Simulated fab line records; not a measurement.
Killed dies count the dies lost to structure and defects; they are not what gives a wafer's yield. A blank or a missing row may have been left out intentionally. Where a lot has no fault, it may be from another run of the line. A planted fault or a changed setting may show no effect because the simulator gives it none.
A lot that was struck, set against a sound lot	flow nand harc	25 out of 1159 route steps
Sound: the wafers L102.3, L102.4, L102.6. The struck wafers were L104.1, L104.3, L104.6. Last of all comes the cause.
Order at every step that has rows: each side's tool, ch and its chambers, its first start. Under that, the readings that differ: sound wafers	struck wafers	difference of the means	sigmas: that difference in standard deviations of wafers without a fault.
alike: words and numbers the same on both sides, and readings whose means are apart by under 2 such deviations; not compared: readings that were withheld, readings missing a value for some wafer, numbers with overlapping values and no deviation given by the record, and bounds like >300 which may hide the same value.
The two part at a step that has a row with sigmas, a row that says differs or no value, or rows on one side only. Numbers that have no deviation but don't overlap get no sigmas and don't part them. A reading missing from all wafers of one side parts the sides only when that side holds two or more wafers.

first, 5 steps without rows for these wafers: NHARC_P_GATE_STRIP_15 (strips in SPM, time 780 s); NHARC_P_GATE_PRECLEAN_71 (cleans in SC1); NHARC_P_GATE_SRD_72; NHARC_P_GATE_OXIDE_16 (material SiO2, target thk 3 nm, ox time 392 s); NHARC_P_GATE_CVD_17 (deposits poly-Si, target thk 150 nm, time 900 s).
NHARC_P_GATE_HM_DEP_102: deposits aC, target thk 120 nm.
  sound on acl dep-03 ch 0, day 5 06:38; struck on acl dep-03 ch 0, day 5 16:23
  alike: throttle valve pct
NHARC_P_GATE_DEP_103: deposits SiON, target thk 30 nm.
  sound on pecvd-04 ch 0,1,2, day 5 07:07; struck on pecvd-04 ch 0,1, day 5 17:16
  alike: heater power w
then, 5 steps without rows for these wafers: NHARC_P_GATE_DEHYDRATE_18 (time 120 s); NHARC_P_GATE_HMDS_19 (time 30 s); NHARC_P_GATE_COAT_20 (resist thk 90 nm); NHARC_P_GATE_SOFTBAKE_21 (time 55 s); NHARC_P_GATE_EBR_22.
NHARC_P_GATE_EXPOSE_23: exposes mask P GATE, target cd 120 nm.
  sound on arfi scanner-01 ch 0, day 5 07:30; struck on arfi scanner-02 ch 0, day 5 17:46
reading	sound	struck	difference	sigmas
mask	P_GATE#0 P_GATE#0 P_GATE#0	P_GATE_R1#0 P_GATE_R1#0 P_GATE_R1#0	differs	
then, 2 steps without rows for these wafers: NHARC_P_GATE_PEB_24 (peb time 65 s); NHARC_P_GATE_DEVELOP_25 (develop time 35 s).
NHARC_P_GATE_CD_MEAS_26: the cd target is 120 nm.
  sound on cd sem-02 ch 0, day 5 07:38; struck on cd sem-01 ch 0, day 5 17:55
reading	sound	struck	difference	sigmas
cd nm (nm)	120.8 121.0 120.1	115.1 115.2 115.0	-5.5	-8
NHARC_P_GATE_OVL_MEAS_27:
  sound on overlay-02, day 5 07:44; struck on overlay-01, day 5 17:59
reading	sound	struck	difference	sigmas
overlay y nm (nm)	2.1 1.4 2.7	-0.4 -0.1 -0.1	-2.3	-2
  alike: overlay x nm
NHARC_P_GATE_INSPECT_28:
  sound on defect inspect-01, day 5 07:46; struck on defect inspect-01, day 5 18:02
  alike: raw defect count
NHARC_P_GATE_DESCUM_31: chemistry O2, time 3 s.
  sound on rie diel-01 ch 0,2, day 5 07:50; struck on rie diel-01 ch 1,2,3, day 5 18:07
reading	sound	struck	difference	sigmas
model.P_GATE.cd nm (nm)	120.9 120.4 120	115.4 115.6 115.1	-5.1	
  alike: drypump motor current A, oes product au, rf vpp V, showerhead plenum p Torr, throttle valve pct
  not compared: rf hours counter h
NHARC_P_GATE_ETCH_104: etches the open film in CF4/CHF3, target depth 60 nm.
  sound on rie diel-01 ch 1,2,3, day 5 07:55; struck on rie diel-01 ch 2,3, day 5 18:11
  alike: cf4 flow sccm, drypump motor current A, oes product au, rf vpp V, showerhead plenum p Torr, throttle valve pct
NHARC_P_GATE_HM_OPEN_105: chemistry O2/COS, target depth 360 nm.
  sound on rie diel-01 ch 0,1; struck on rie diel-01 ch 0,1
  alike: drypump motor current A, oes product au, rf vpp V, showerhead plenum p Torr, throttle valve pct
  not compared: rf hours counter h
then, 1 step without rows for these wafers: NHARC_P_GATE_STRIP_106 (strips in O2/COS).
NHARC_P_GATE_ETCH_114: etches the open film in CF4/O2, target depth 30 nm, overetch 3 nm, time 16.5 s.
  sound on rie diel-01 ch 1,3; struck on rie diel-01 ch 1,2
reading	sound	struck	difference	sigmas
model.P_GATE.cd nm (nm)	121.6 118.7 119.4	113.8 113 114	-6.3	
  alike: cf4 flow sccm, drypump motor current A, oes product au, rf vpp V, showerhead plenum p Torr, throttle valve pct
  not compared: rf hours counter h
NHARC_P_GATE_ETCH_32: etches the open film in HBr/Cl2, target depth 150 nm, time 100.1 s.
  sound on rie si-05 ch 0,3, day 5 08:17; struck on rie si-02 ch 1,3, day 5 18:42
  alike: drypump motor current A, oes product au, throttle valve pct
  not compared: rf hours counter h
next, for these wafers, 1 step has no rows: NHARC_END_SORT_01.

== WHERE THEY PART ==
Earliest at NHARC_P_GATE_EXPOSE_23; latest, in this record, at NHARC_P_GATE_OVL_MEAS_27. Later steps at which nothing parts them and some readings are alike: NHARC_P_GATE_INSPECT_28, NHARC_P_GATE_DESCUM_31, NHARC_P_GATE_ETCH_104, NHARC_P_GATE_HM_OPEN_105, NHARC_P_GATE_ETCH_114, NHARC_P_GATE_ETCH_32.

WHY: the cause the simulator had injected
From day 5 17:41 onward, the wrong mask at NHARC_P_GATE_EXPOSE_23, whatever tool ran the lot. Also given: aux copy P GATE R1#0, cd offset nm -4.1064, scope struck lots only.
